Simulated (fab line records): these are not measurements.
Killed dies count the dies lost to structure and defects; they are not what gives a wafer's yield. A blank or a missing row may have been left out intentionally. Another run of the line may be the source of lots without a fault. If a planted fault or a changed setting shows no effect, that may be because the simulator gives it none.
fab line records | flow n5_finfet
record: lots: 10 wafers: 30 last_day: 20
route steps=1938 shown ZERO_LAYER@16 WELL_APT@24 PMOS_HMC_CHANNEL_EPI@67 BEOL_M4@1111
lots untouched by any fault: they come from a run of this same line in which no faults occurred
start_h: the number of hours between the record's first day and the start of the first shown wafer of the lot | wait_h: how many hours have passed since the lot's step before this one | " identical to the entry in the row above | L1.1+2: one row covering several wafers at once | - no value present, or no start provided | * or withheld: withheld | < > ~ a bound
route shown NAME@n: names a module that has steps shown in the file, with the first one's number in the route | usual: average and standard deviation across the fault-free wafers | same: alike in all rows | chamber/n: place in a boat | sites: readings site by site | _std_site: how widely they spread, as a standard deviation | _edge_site: inner sites' mean taken away from outer sites' mean | radius_mm: for every site, how far away it sits from the centre of the wafer | mask NAME#n: copy n | behind: the tool/chamber that last shaped the wafer | hold: why the lot was held/for how many hours/how that ended | device: names the non-switching transistor (n, p or np) | end of line: the route-end tests of the same wafers | where a step has no rows: the recipe by itself | killed: at the first sort, the dies lost to defects and structure; wafer yield is something else | map: a wafer's dies, x killed, . not, _ none there
set.NAME: the setting as run; set.NAME@STEP: as run at that earlier step | model.NAME: the simulator's own value behind a step, which no gauge read
steps of the route over a sample of lots; a table a step, a row a wafer
services: the hour from which a tool's chamber was out of use, counted from the record's first day as start_h (under 0 if before that day), plus the number of hours and why
== steps ==
step: N5_ZERO_LAYER_ETCH_18
recipe: chemistry: HBr/Cl2 target: Si target_depth_a: 1200 time_s: 40 pressure_mtorr: 10 icp_w: 800 bias_w: 75 HBr_flow_sccm: 150 Cl2_flow_sccm: 80
usual: HBr_flow_sccm: 150.0/0.45 drypump_motor_current_A: 5.6/0.37 oes_product_au: 0.997/0.013 throttle_valve_pct: 36.3/0.37
columns lot.wafer tool chamber start_h wait_h HBr_flow_sccm drypump_motor_current_A oes_product_au rf_hours_counter_h throttle_valve_pct
L726.1 rie_si-02 3 18.79 0.0 151.2 5.6 1.009 122 36.7
L726.4 " 0 " " 150.1 5.5 1.004 15 35.9
L726.5 " 0 " " 149.8 5.6 1.012 - 35.9
L727.3 rie_si-01 2 24.84 0.0 149.9 4.6 0.999 91 36.3
L727.4 " 3 " " 150.2 5.7 0.999 70 36.2
L727.5 " 0 " " 149.8 6.1 0.968 - 36.0
L730.3 rie_si-02 0 43.02 0.0 149.3 5.6 1.005 15 35.9
L730.4 " 3 " " 149.6 5.6 1.004 122 36.7
L730.6 " 1 " " 150.0 5.5 0.976 - 35.9
L734.1 rie_si-02 3 66.92 0.1 149.9 5.6 1.007 123 36.7
L734.2 " 0 " " 150.2 5.5 1.009 16 35.9
L734.6 " 3 " " 149.7 5.6 1.010 - 36.7
L736.1 rie_si-06 0 78.79 0.0 149.8 5.5 0.990 174 35.9
L736.3 " 2 " " 150.4 6.0 1.000 73 36.0
L736.6 " 3 " " 150.1 6.2 1.020 - 36.7
L737.2 rie_si-06 3 84.79 0.0 150.3 6.2 1.009 146 36.7
L737.3 " 2 " " 148.8 6.0 1.001 73 35.9
L737.4 " 0 " " 150.0 5.6 0.991 174 35.9
L741.1 rie_si-02 1 108.89 0.0 150.3 5.5 0.982 3 35.9
L741.2 " 2 " " 149.6 5.6 1.001 165 36.8
L741.6 " 1 " " 150.3 5.5 0.970 - 35.9
L745.2 rie_si-06 1 132.92 0.1 150.2 5.0 0.989 30 36.2
L745.3 " 3 " " 150.4 6.2 1.011 147 36.7
L745.6 " 2 " " 149.9 6.0 0.995 - 36.0
L747.1 rie_si-02 0 144.93 0.0 150.9 5.6 0.998 17 35.9
L747.2 " 1 " " 150.6 5.5 0.975 4 35.9
L747.4 " 2 " " 149.7 5.6 1.003 166 36.8
L748.3 rie_si-01 2 150.91 0.0 149.4 4.7 0.994 94 36.3
L748.5 " 2 " " 149.7 4.7 0.991 - 36.3
L748.6 " 3 " " 150.3 5.7 1.010 - 36.2
step: N5_ZERO_LAYER_INSPECT_20
recipe: inspect_instrument: darkfield mode: post_clean
usual: raw_defect_count: 32/16
columns lot.wafer tool chamber start_h wait_h raw_defect_count
L726.1 defect_inspect-01 - 19.25 0.0 22
L726.4 " - " " 63
L726.5 " - " " 24
L727.3 defect_inspect-02 - 25.30 0.0 49
L727.4 " - " " 60
L727.5 " - " " 33
L730.3 defect_inspect-01 - 43.58 0.0 89
L730.4 " - " " 39
L730.6 " - " " 33
L734.1 defect_inspect-02 - 67.39 0.0 78
L734.2 " - " " 68
L734.6 " - " " 41
L736.1 defect_inspect-01 - 79.25 0.0 13
L736.3 " - " " 18
L736.6 " - " " 6
L737.2 defect_inspect-01 - 85.25 0.0 31
L737.3 " - " " 21
L737.4 " - " " 48
L741.1 defect_inspect-01 - 109.35 0.0 29
L741.2 " - " " 27
L741.6 " - " " 28
L745.2 defect_inspect-02 - 133.39 0.0 32
L745.3 " - " " 26
L745.6 " - " " 18
L747.1 defect_inspect-01 - 145.42 0.0 15
L747.2 " - " " 36
L747.4 " - " " 17
L748.3 defect_inspect-01 - 151.40 0.0 12
L748.5 " - " " 22
L748.6 " - " " 16
step: N5_WELL_APT_EXPOSE_05
recipe: mask_id: NWELL na: 0.8 source_shape: conventional sigma_outer: 0.8 polarization: unpolarized defocus_nm: 0 target_cd_nm: 200 dose_mj: 20.3
columns lot.wafer tool chamber start_h wait_h mask
L726.1+4+5 krf_scanner-02 0 19.51 - NWELL#0
L727.3+4+5 krf_scanner-02 0 25.45 - NWELL#0
L730.3+4+6 krf_scanner-02 0 43.85 - NWELL#0
L734.1+2+6 krf_scanner-01 0 67.65 - NWELL#0
L736.1+3+6 krf_scanner-02 0 79.39 - NWELL#0
L737.2+3+4 krf_scanner-02 0 85.39 - NWELL#0
L741.1+2+6 krf_scanner-01 0 109.61 - NWELL#0
L745.2+3+6 krf_scanner-01 0 133.65 - NWELL#0
L747.1+2+4 krf_scanner-01 0 145.55 - NWELL#0
L748.3+5+6 krf_scanner-01 0 151.54 - NWELL#0
step: N5_WELL_APT_OVL_MEAS_09
recipe: points_per_wafer: 44
usual: NWELL_OVL: 4/5
columns lot.wafer tool chamber start_h wait_h NWELL_OVL[nm]
L726.1 overlay-01 0 19.72 0.0 7
L726.4 " 0 " " 13
L726.5 " 0 " " 14
L727.3 overlay-02 0 25.64 0.0 6
L727.4 " 0 " " 7
L727.5 " 0 " " 6
L730.3 overlay-02 0 44.04 0.0 2
L730.4 " 0 " " 2
L730.6 " 0 " " 8
L734.1 overlay-02 0 67.85 0.0 -2
L734.2 " 0 " " 4
L734.6 " 0 " " 2
L736.1 overlay-01 0 79.59 0.0 38
L736.3 " 0 " " 36
L736.6 " 0 " " 31
L737.2 overlay-01 0 85.59 0.0 29
L737.3 " 0 " " 33
L737.4 " 0 " " 31
L741.1 overlay-02 0 109.81 0.0 8
L741.2 " 0 " " 8
L741.6 " 0 " " 6
L745.2 overlay-02 0 133.84 0.0 6
L745.3 " 0 " " 10
L745.6 " 0 " " 10
L747.1 overlay-02 0 145.75 0.0 6
L747.2 " 0 " " 5
L747.4 " 0 " " 9
L748.3 overlay-01 0 151.73 0.0 6
L748.5 " 0 " " -2
L748.6 " 0 " " -2
step: N5_PMOS_HMC_CHANNEL_EPI_INSPECT_11
recipe: mode: adi inspect_instrument: macro
usual: raw_defect_count: 2.0/1.4
columns lot.wafer tool chamber start_h wait_h raw_defect_count
L726.1 defect_inspect-01 - 23.37 0.0 3
L726.4 " - " " 1
L726.5 " - " " 0
L727.3 defect_inspect-01 - 29.09 0.0 2
L727.4 " - " " 3
L727.5 " - " " 3
L730.3 defect_inspect-01 - 47.36 0.0 4
L730.4 " - " " 0
L730.6 " - " " 4
L734.1 defect_inspect-01 - 71.50 0.0 5
L734.2 " - " " 0
L734.6 " - " " 3
L736.1 defect_inspect-01 - 84.04 0.0 1
L736.3 " - " " 1
L736.6 " - " " 1
L737.2 defect_inspect-01 - 89.50 0.0 0
L737.3 " - " " 5
L737.4 " - " " 2
L741.1 defect_inspect-01 - 113.12 0.0 3
L741.2 " - " " 0
L741.6 " - " " 1
L745.2 defect_inspect-02 - 137.59 0.0 4
L745.3 " - " " 3
L745.6 " - " " 1
L747.1 defect_inspect-01 - 149.31 0.0 2
L747.2 " - " " 1
L747.4 " - " " 2
L748.3 defect_inspect-02 - 155.54 0.0 1
L748.5 " - " " 4
L748.6 " - " " 1
step: N5_BEOL_M4_RC_MEAS_101
usual: DIBL_N: 36.3/1.6 DIBL_P: 36.4/2.1 IOFF_N: 0.16/0.032 IOFF_P: 0.22/0.044 ION_N: 675/12 ION_P: 463/8.3 SS_N: 71.6/0.64 SS_P: 73.3/0.67 VT_N: 250/3.3 VT_P: -250/3.7
columns lot.wafer tool chamber start_h wait_h DIBL_N[mV/V] DIBL_P[mV/V] IOFF_N[nA/um] IOFF_P[nA/um] ION_N[uA/um] ION_P[uA/um] SS_N[mV/dec] SS_P[mV/dec] VT_N[mV] VT_P[mV]
L727.3 prober-01 0 209.26 0.3 37.6 38.7 0.17 0.21 675 462 72.0 73.9 248 -250
L727.4 " 0 " " 35.8 35.3 0.13 0.16 672 452 71.6 72.1 252 -256
L727.5 " 0 " " 35.0 35.0 0.12 0.16 666 455 70.9 72.7 252 -255
L726.1 prober-01 0 227.39 0.0 33.7 33.5 0.13 0.19 671 471 71.2 72.6 252 -249
L726.4 " 0 " " 33.8 33.5 0.12 0.19 659 464 71.0 73.0 254 -249
L726.5 " 0 " " 35.0 35.4 0.15 0.22 664 463 71.5 72.8 250 -251
L730.3 prober-02 0 232.50 0.3 36.3 35.5 0.15 0.19 674 463 70.6 73.7 251 -251
L730.4 " 0 " " 35.1 33.6 0.13 0.17 667 462 70.5 73.0 250 -252
L730.6 " 0 " " 37.4 36.4 0.18 0.21 694 471 71.2 72.5 246 -254
L734.1 prober-02 0 257.00 0.0 35.4 35.7 0.15 0.18 665 457 71.2 72.8 251 -254
L734.2 " 0 " " 37.9 38.7 0.21 0.23 697 468 71.7 74.1 246 -250
L734.6 " 0 " " 36.7 37.3 0.18 0.20 674 454 71.2 73.0 249 -251
L737.2 prober-01 0 279.55 0.2 37.1 37.6 0.17 0.23 692 464 72.2 73.9 248 -250
L737.3 " 0 " " 36.7 35.7 0.15 0.19 681 456 71.4 72.4 250 -252
L737.4 " 0 " " 35.6 34.2 0.13 0.18 670 453 71.1 72.9 251 -253
L736.1 prober-02 0 287.00 0.0 33.7 32.9 0.13 0.20 674 469 71.2 71.8 250 -247
L736.3 " 0 " " 38.6 38.7 0.22 0.29 694 472 72.7 74.4 243 -245
L736.6 " 0 " " 35.6 35.8 0.17 0.26 696 479 71.5 73.3 249 -244
L741.1 prober-02 0 309.94 0.0 36.4 36.7 0.16 0.23 685 475 71.0 73.9 249 -249
L741.2 " 0 " " 34.7 33.9 0.13 0.19 669 460 70.9 72.7 251 -249
L741.6 " 0 " " 35.0 33.9 0.14 0.20 676 463 71.5 72.5 251 -248
L745.2 prober-01 0 321.76 0.2 34.4 34.3 0.15 0.21 678 465 71.0 72.0 246 -247
L745.3 " 0 " " 35.5 36.6 0.17 0.25 699 479 72.3 73.0 247 -246
L745.6 " 0 " " 38.4 40.4 0.24 0.32 690 468 72.9 74.0 243 -243
L747.1 prober-02 0 354.48 0.0 35.4 36.1 0.13 0.16 665 456 71.8 72.6 254 -253
L747.2 " 0 " " 34.7 35.6 0.13 0.16 662 456 71.1 73.2 252 -256
L747.4 " 0 " " 40.7 41.8 0.24 0.26 697 463 73.0 74.2 245 -247
L748.3 prober-01 0 381.41 0.3 35.7 34.9 0.15 0.21 665 459 71.9 72.9 250 -250
L748.5 " 0 " " 37.1 36.6 0.17 0.23 670 462 72.6 73.0 248 -248
L748.6 " 0 " " 35.8 35.0 0.15 0.21 680 463 72.4 72.9 253 -251
== services ==
columns tool chamber start_h hours kind
krf_scanner-02 - 9.26 1.3 pm
krf_scanner-02 - 15.38 1.0 pm
krf_scanner-02 - 38.33 3.6 pm
rie_si-01 2 42.23 4.4 repair
rie_si-06 1 51.32 10.2 repair
krf_scanner-01 - 63.23 1.0 pm
krf_scanner-01 0 65.47 - calibration
krf_scanner-02 - 72.32 0.8 pm
rie_si-06 - 74.60 2.8 pm
rie_si-01 0 77.06 6.5 repair
rie_si-02 0 93.54 8.2 repair
krf_scanner-01 - 101.03 0.8 pm
rie_si-01 0 124.27 1.2 repair
krf_scanner-01 - 126.66 1.3 pm
krf_scanner-02 0 134.65 - calibration
rie_si-01 2 138.20 3.6 repair
== key ==
first_sign: step: N5_WELL_APT_OVL_MEAS_09 reading: NWELL_OVL direction: up sigmas: 5.7 usual: 4 struck: 33
effect none on later readings
met_at N5_WELL_APT_EXPOSE_05
struck_lots L736,L737
not_acting_at N5_ZERO_LAYER_ETCH_18,N5_ZERO_LAYER_INSPECT_20,N5_PMOS_HMC_CHANNEL_EPI_INSPECT_11
onset_between 43.85 79.39
fault: kind: scanner_matching_overlay tool: krf_scanner-02 chamber: - onset_h: 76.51 steps: N5_WELL_APT_EXPOSE_05 offset: 28.49
